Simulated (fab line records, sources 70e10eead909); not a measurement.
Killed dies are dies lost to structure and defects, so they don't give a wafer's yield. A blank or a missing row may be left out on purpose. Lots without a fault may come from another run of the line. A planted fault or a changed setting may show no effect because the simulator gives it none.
fab line records | flow nand_harc
record lots=14 wafers=42 last_day=34
route steps=1302 shown A_BONDPAD@1231 HYBRID_BOND@1237 THIN_TSV@1276
lots that met no fault: from a run of the same line without faults
start_h: hours from the record's first day to the start of the lot's first wafer shown | wait_h: hours since the lot's step before | " the same as in the row above | L1.1+2: a row that stands for several wafers | - no value, or no start given | * or withheld: withheld | < > ~ a bound
route shown NAME@n: a module of which the file shows steps, and the number in the route of the first | usual: mean/standard deviation of fault-free wafers | same: alike in all rows | chamber/n: place in a boat | sites: the reading at each site | _std_site: their standard deviation | _edge_site: outer sites' mean less inner sites' | radius_mm: how far each site lies from the wafer's centre | mask NAME#n: copy n | behind: the tool/chamber that last shaped the wafer | hold: why the lot was held/for how many hours/how that ended | device: the transistor (n, p or np) that didn't switch | end of line: the same wafers' tests at the end of the route | a step without rows: its recipe alone | killed: dies lost to structure and defects at the first sort, not the wafer's yield | map: a wafer's dies, x killed, . not, _ none there
set.NAME: the setting as run; set.NAME@STEP: as run at that earlier step | model.NAME: the simulator's own value behind a step, which no gauge read
steps of the route over a sample of lots; a table a step, a row a wafer
services: from which hour (start_h, from the record's first day; less than 0 if before it) a tool's chamber was out of use, for how many hours, and why
## steps
# step NHARC_A_BONDPAD_CMP_19
# recipe t_overpolish_s=30 cu_recess_touch_s=16 target_thk_nm=169.82
# usual motor_current_A=12.1/1.4 overpolish_run_s=30.000/0.0093 slurry_flow_ml_min=150.0/0.52
# columns lot.wafer tool chamber start_h wait_h motor_current_A overpolish_run_s slurry_flow_ml_min
L593.1 cmp-03 2 527.66 - 9.8 30.003 150.2
L593.5 " 0 " " 11.2 29.994 149.9
L593.6 " 1 " " 12.2 29.995 149.7
L594.2 cmp-03 3 543.18 - 12.0 29.988 149.5
L594.1 " 0 " " 10.7 30.008 150.2
L594.6 " 3 " " 11.5 29.984 150.4
L595.4 cmp-02 0 551.70 - 12.5 30.008 149.3
L595.2 " 1 " " 15.2 30.024 149.2
L595.5 " 1 " " 13.9 29.989 149.3
L596.3 cmp-02 2 567.16 - 14.0 29.998 150.3
L596.1 " 0 " " 11.9 29.994 150.7
L596.6 " 3 " " 13.0 30.000 150.8
L597.4 cmp-01 0 568.33 - 11.5 29.994 149.8
L597.3 " 1 " " 11.7 29.998 150.6
L597.6 " 3 " " 13.6 29.989 150.1
L599.4 cmp-03 3 582.70 - 11.8 30.000 150.2
L599.3 " 1 " " 11.3 29.994 150.3
L599.5 " 2 " " 9.8 30.000 149.5
L598.2 cmp-03 3 594.74 - 11.4 29.989 150.7
L598.4 " 0 " " 11.3 30.004 149.2
L598.6 " 3 " " 11.3 29.994 149.6
L600.2 cmp-02 1 617.23 - 13.9 30.000 150.2
L600.1 " 0 " " 12.0 30.000 150.1
L600.6 " 2 " " 13.4 29.981 150.2
L608.2 cmp-02 3 675.32 - 12.7 29.996 150.0
L608.4 " 1 " " 13.2 30.009 149.3
L608.6 " 3 " " 13.2 29.976 150.4
L609.1 cmp-01 0 684.07 - 10.6 29.995 149.7
L609.3 " 1 " " 11.4 30.018 149.7
L609.6 " 3 " " 13.5 29.993 150.6
L612.3 cmp-03 0 720.23 - 11.8 30.002 150.0
L612.1 " 1 " " 11.8 29.978 150.1
L612.6 " 2 " " 9.5 30.000 150.8
L613.4 cmp-03 3 730.05 - 11.6 29.995 149.8
L613.1 " 1 " " 11.3 30.011 150.2
L613.5 " 0 " " 11.1 30.001 149.7
L615.4 cmp-02 1 758.98 - 14.0 30.005 149.9
L615.2 " 0 " " 11.1 29.988 150.4
L615.6 " 2 " " 13.9 29.985 150.1
L616.3 cmp-03 0 770.16 - 11.0 30.012 150.3
L616.1 " 1 " " 11.5 30.006 150.2
L616.5 " 0 " " 11.0 29.990 150.4
# step NHARC_HYBRID_BOND_ACTIVATE_00
# recipe time_s=60 n2_flow_sccm=200 ar_flow_sccm=0 bias_power_w=0 chemistry=N2
# usual drypump_motor_current_A=5.70/0.27 oes_product_au=1.000/0.013 rf_vpp_V=64.1/0.91 showerhead_plenum_p_Torr=1.77/0.075
# columns lot.wafer tool chamber start_h wait_h drypump_motor_current_A oes_product_au rf_hours_counter_h rf_vpp_V showerhead_plenum_p_Torr
L593.1 rie_diel-05 1 528.22 0.1 5.54 1.027 10 63.9 1.68
L593.5 " 0 " " 5.50 0.988 - 65.2 1.83
L593.6 " 1 " " 5.54 1.021 - 63.9 1.68
L594.1 rie_diel-05 3 543.76 0.1 5.57 1.004 11 63.5 1.80
L594.2 " 0 " " 5.49 0.988 11 63.3 1.83
L594.6 " 3 " " 5.59 1.009 - 64.2 1.80
L595.2 rie_diel-07 0 552.32 0.1 5.90 0.989 28 65.7 1.88
L595.4 " 1 " " 5.48 1.008 24 62.7 1.63
L595.5 " 3 " " 5.81 1.011 - 63.7 1.86
L596.1 rie_diel-05 3 567.78 0.1 5.54 1.014 13 63.7 1.80
L596.3 " 0 " " 5.48 0.982 12 63.1 1.83
L596.6 " 1 " " 5.55 1.024 - 63.3 1.68
L597.4 rie_diel-05 2 568.86 0.1 6.16 1.014 14 64.5 1.68
L597.3 " 3 " " 5.61 1.003 13 62.8 1.80
L597.6 " 3 " " 5.56 0.999 - 64.8 1.80
L599.3 rie_diel-05 2 583.30 0.1 6.16 0.999 15 62.5 1.68
L599.5 " 2 " " 6.15 0.998 - 64.0 1.68
L599.4 " 3 " " 5.58 1.006 - 63.9 1.80
L598.2 rie_diel-05 3 595.30 0.1 5.57 0.998 1 63.1 1.80
L598.4 " 1 " " 5.55 1.029 0 64.8 1.68
L598.6 " 3 " " 5.56 1.003 - 63.7 1.80
L600.2 rie_diel-05 0 617.83 0.1 5.50 0.986 2 64.6 1.83
L600.1 " 1 " " 5.54 1.010 2 62.1 1.68
L600.6 " 3 " " 5.53 0.983 - 65.8 1.79
L608.2 rie_diel-05 0 675.90 0.1 5.51 0.984 9 65.0 1.83
L608.4 " 1 " " 5.56 1.021 8 64.2 1.67
L608.6 " 1 " " 5.54 1.013 - 62.8 1.67
L609.3 rie_diel-05 3 684.65 0.1 5.55 0.995 9 63.7 1.79
L609.1 " 2 " " 6.15 0.995 8 64.1 1.68
L609.6 " 0 " " 5.50 0.987 - 65.3 1.83
L612.3 rie_diel-05 0 720.76 0.1 5.52 0.966 12 65.3 1.83
L612.1 " 3 " " 5.60 0.990 11 63.5 1.79
L612.6 " 1 " " 5.55 1.001 - 64.1 1.67
L613.1 rie_diel-05 0 730.64 0.1 5.48 0.982 13 65.9 1.83
L613.4 " 1 " " 5.55 1.003 12 62.7 1.67
L613.5 " 1 " " 5.53 1.008 - 64.1 1.67
L615.2 rie_diel-05 0 759.60 0.1 5.50 0.981 16 65.0 1.83
L615.6 " 2 " " 6.15 1.015 - 63.0 1.68
L615.4 " 0 " " 5.53 0.986 - 63.8 1.83
L616.3 rie_diel-05 0 770.73 0.1 5.52 0.988 0 65.3 1.83
L616.1 " 1 " " 5.55 0.996 0 64.7 1.67
L616.5 " 3 " " 5.61 0.986 - 63.8 1.79
# step NHARC_THIN_TSV_CMP_21
# recipe t_overpolish_s=30 target_thk_nm=2000
# usual motor_current_A=11.9/1.4 overpolish_run_s=30.000/0.0089 slurry_flow_ml_min=150.1/0.47
# columns lot.wafer tool chamber start_h wait_h motor_current_A overpolish_run_s slurry_flow_ml_min
L593.1 cmp-04 0 546.14 - 15.0 29.992 150.9
L593.6 " 0 " " 14.2 30.004 150.9
L593.5 " 1 " " 13.8 30.007 150.3
L594.1 cmp-01 2 566.56 - 11.6 29.985 150.1
L594.2 " 0 " " 11.2 29.994 151.4
L594.6 " 1 " " 11.6 29.993 149.6
L595.2 cmp-04 0 567.93 - 14.6 30.003 150.0
L595.4 " 1 " " 13.0 29.999 150.0
L595.5 " 0 " " 14.6 29.989 150.4
L596.3 cmp-04 1 584.85 - 13.4 29.995 150.5
L596.1 " 2 " " 11.0 30.000 149.0
L596.6 " 2 " " 11.5 29.987 149.6
L597.4 cmp-03 0 585.81 - 10.9 30.002 150.3
L597.3 " 1 " " 11.6 30.004 150.6
L597.6 " 3 " " 11.5 29.994 149.7
L599.3 cmp-03 2 599.84 - 10.0 30.009 149.4
L599.4 " 0 " " 10.9 30.004 150.4
L599.5 " 3 " " 11.0 29.993 150.2
L598.2 cmp-04 0 619.02 - 14.5 30.001 149.3
L598.4 " 1 " " 14.3 30.002 149.3
L598.6 " 3 " " 12.0 29.997 150.3
L600.1 cmp-01 1 636.68 - 12.0 29.997 150.1
L600.2 " 3 " " 13.8 29.992 150.2
L600.6 " 1 " " 11.5 29.993 149.2
L608.2 cmp-04 2 692.33 - 10.5 29.999 151.0
L608.4 " 0 " " 14.9 30.001 150.2
L608.6 " 3 " " 11.8 29.988 150.4
L609.3 cmp-01 2 700.96 - 11.5 30.007 150.3
L609.1 " 0 " " 11.6 29.995 150.2
L609.6 " 3 " " 12.7 29.997 149.6
L612.3 cmp-04 2 739.23 - 11.0 29.993 149.8
L612.1 " 0 " " 15.4 30.005 150.6
L612.6 " 2 " " 10.4 30.009 149.8
L613.1 cmp-04 2 750.86 - 10.9 29.984 150.0
L613.4 " 1 " " 13.2 29.994 150.8
L613.5 " 3 " " 11.8 29.987 149.7
L615.4 cmp-01 3 778.41 - 13.9 29.997 150.5
L615.2 " 2 " " 10.9 30.010 151.1
L615.6 " 0 " " 10.5 29.999 149.4
L616.1 cmp-04 1 789.94 - 14.1 30.003 149.6
L616.3 " 2 " " 10.6 30.004 149.7
L616.5 " 1 " " 13.3 29.992 149.1
# step NHARC_THIN_TSV_ETCH_59
# recipe target_depth_a=8800 icp_w=900 bias_w=100 Cl2_flow_sccm=60 bcl3_flow_sccm=30 time_s=138.1 chemistry=Cl2/BCl3
# usual bias_w=100.0/0.34 chamber_pressure_mTorr=10.000/0.0098 drypump_motor_current_A=5.9/0.35 oes_product_au=1.003/0.016 run_length_s=159.5/0.38 throttle_valve_pct=22.264/0.0094
# columns lot.wafer tool chamber start_h wait_h bias_w chamber_pressure_mTorr drypump_motor_current_A oes_product_au rf_hours_counter_h run_length_s throttle_valve_pct
L593.1 rie_metal-01 0 547.90 0.1 99.9 10.001 6.4 1.029 2.7 159.8 22.262
L593.6 " 0 " " 99.9 9.991 6.4 1.033 - 159.9 22.267
L593.5 " 1 " " 100.0 9.998 5.7 1.032 - 158.7 22.266
L594.2 rie_metal-01 1 568.41 0.1 100.7 9.994 5.7 1.021 2.9 158.7 22.252
L594.1 " 0 " " 100.0 10.000 6.4 1.020 2.9 160.1 22.258
L594.6 " 0 " " 99.6 9.990 6.4 1.025 - 159.6 22.252
L595.2 rie_metal-02 1 569.72 0.1 99.6 9.992 5.4 0.997 1.6 159.5 22.272
L595.4 " 0 " " 100.2 10.000 5.9 0.979 - 160.0 22.256
L595.5 " 0 " " 99.9 9.991 5.9 0.985 - 159.7 22.249
L596.1 rie_metal-03 1 586.76 0.1 99.5 9.993 5.9 1.002 1.2 159.3 22.259
L596.3 " 0 " " 99.6 10.010 6.3 0.988 - 159.1 22.252
L596.6 " 1 " " 100.0 9.989 5.9 1.004 - 159.8 22.267
L597.4 rie_metal-02 0 587.73 0.2 100.1 9.993 5.9 0.988 - 159.8 22.264
L597.3 " 1 " " 99.7 10.008 5.4 0.984 - 159.8 22.251
L597.6 " 0 " " 100.3 9.999 5.9 0.978 - 160.0 22.255
L599.4 rie_metal-01 1 601.79 0.2 100.0 10.001 5.7 1.007 - 159.0 22.260
L599.3 " 0 " " 100.4 9.993 6.4 1.012 - 159.6 22.251
L599.5 " 1 " " 100.1 10.015 5.7 1.016 - 158.7 22.268
L598.2 rie_metal-01 1 620.87 0.1 100.3 9.997 5.7 1.024 0.7 158.9 22.264
L598.4 " 1 " " 100.4 10.000 5.7 1.024 - 159.2 22.259
L598.6 " 0 " " 100.9 9.994 6.4 1.025 - 159.4 22.272
L600.2 rie_metal-01 0 638.53 0.1 100.3 9.994 6.4 1.012 0.9 159.4 22.255
L600.1 " 1 " " 100.0 10.007 5.6 1.028 0.9 159.0 22.259
L600.6 " 0 " " 99.9 9.999 6.4 1.011 - 160.0 22.259
L608.2 rie_metal-02 1 694.26 0.1 99.5 10.003 5.4 1.000 1.1 159.3 22.255
L608.4 " 0 " " - 10.002 5.9 0.987 - 143.9 22.267
L608.6 " 0 " " - 9.993 5.9 0.979 - 143.8 22.253
L609.1 rie_metal-02 1 702.84 0.1 100.4 10.029 5.4 1.010 1.5 159.4 22.253
L609.3 " 1 " " 100.5 9.996 5.4 1.007 - 159.5 22.264
L609.6 " 0 " " - 9.996 5.9 0.983 - 143.9 22.268
L612.1 rie_metal-01 0 741.15 0.1 100.2 10.001 6.4 1.021 2.9 159.6 22.287
L612.3 " 1 " " 100.2 10.005 5.7 1.034 - 158.8 22.270
L612.6 " 0 " " 100.1 10.011 6.4 1.007 - 159.6 22.265
L613.1 rie_metal-03 0 752.80 0.1 100.0 9.997 6.3 0.980 0.5 159.1 22.275
L613.4 " 1 " " 100.2 10.012 5.8 1.010 - 159.7 22.259
L613.5 " 0 " " 99.6 10.000 6.2 0.993 - 159.1 22.270
L615.2 rie_metal-01 0 780.33 0.1 100.3 10.009 6.5 0.995 0.1 159.5 22.271
L615.4 " 1 " " 99.0 9.991 5.7 1.005 - 158.8 22.288
L615.6 " 1 " " 100.3 9.992 5.7 1.012 - 158.9 22.251
L616.1 rie_metal-01 1 791.79 0.1 100.3 9.983 5.7 1.002 0.3 158.9 22.255
L616.3 " 0 " " 100.2 10.011 6.4 1.001 - 159.6 22.275
L616.5 " 0 " " 100.0 9.992 6.4 0.987 - 159.7 22.256
## services
# columns tool chamber start_h hours kind
cmp-03 - 521.65 5.6 repair
cmp-03 - 555.44 4.0 pm
cmp-03 - 565.86 0.3 repair
rie_metal-01 - 575.00 9.0 pm
rie_diel-05 0 582.41 9.3 repair
rie_diel-05 - 583.67 9.0 pm
cmp-04 - 601.08 4.0 pm
cmp-04 - 606.44 0.2 repair
cmp-04 - 640.86 1.1 repair
rie_metal-01 1 652.14 8.2 repair
cmp-03 - 653.44 4.0 pm
rie_diel-05 - 664.53 0.2 repair
cmp-03 - 676.41 6.8 repair
cmp-04 - 683.50 1.1 repair
cmp-04 - 699.08 4.0 pm
rie_diel-05 2 702.77 3.5 repair
cmp-03 - 703.55 0.6 repair
cmp-04 - 725.42 3.5 repair
cmp-03 - 740.56 11.3 repair
rie_diel-05 1 744.96 1.9 repair
cmp-03 - 751.87 4.0 pm
rie_diel-05 1 755.57 4.0 repair
rie_diel-05 - 760.67 9.0 pm
rie_diel-05 0 790.25 4.3 repair
## key
first_sign step=NHARC_THIN_TSV_ETCH_59 reading=run_length_s direction=down sigmas=40 usual=* struck=*
effect none on later readings
met_at NHARC_THIN_TSV_ETCH_59
struck_lots L608,L609
struck_wafers L608.4,L608.6,L609.6
later_rows_left_out L608.4,L608.6,L609.6
sort_left_out L608.4,L608.6,L609.6
not_acting_at NHARC_A_BONDPAD_CMP_19,NHARC_HYBRID_BOND_ACTIVATE_00,NHARC_THIN_TSV_CMP_21
onset_between 587.73 694.26
fault kind=process_parameter_drift tool=rie_metal-02 chamber=0 onset_h=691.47 steps=NHARC_THIN_TSV_ETCH_59 channel=time_s offset=* shape=step end_h=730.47 acts_in=* stated=*
# sort_left_out: the simulated sort isn't trusted on such a fault, so these wafers' sort isn't shown, and their yield isn't known
# later_rows_left_out: the simulator's readings of these wafers behind a module that went badly wrong aren't trusted and aren't shown, but for the sort
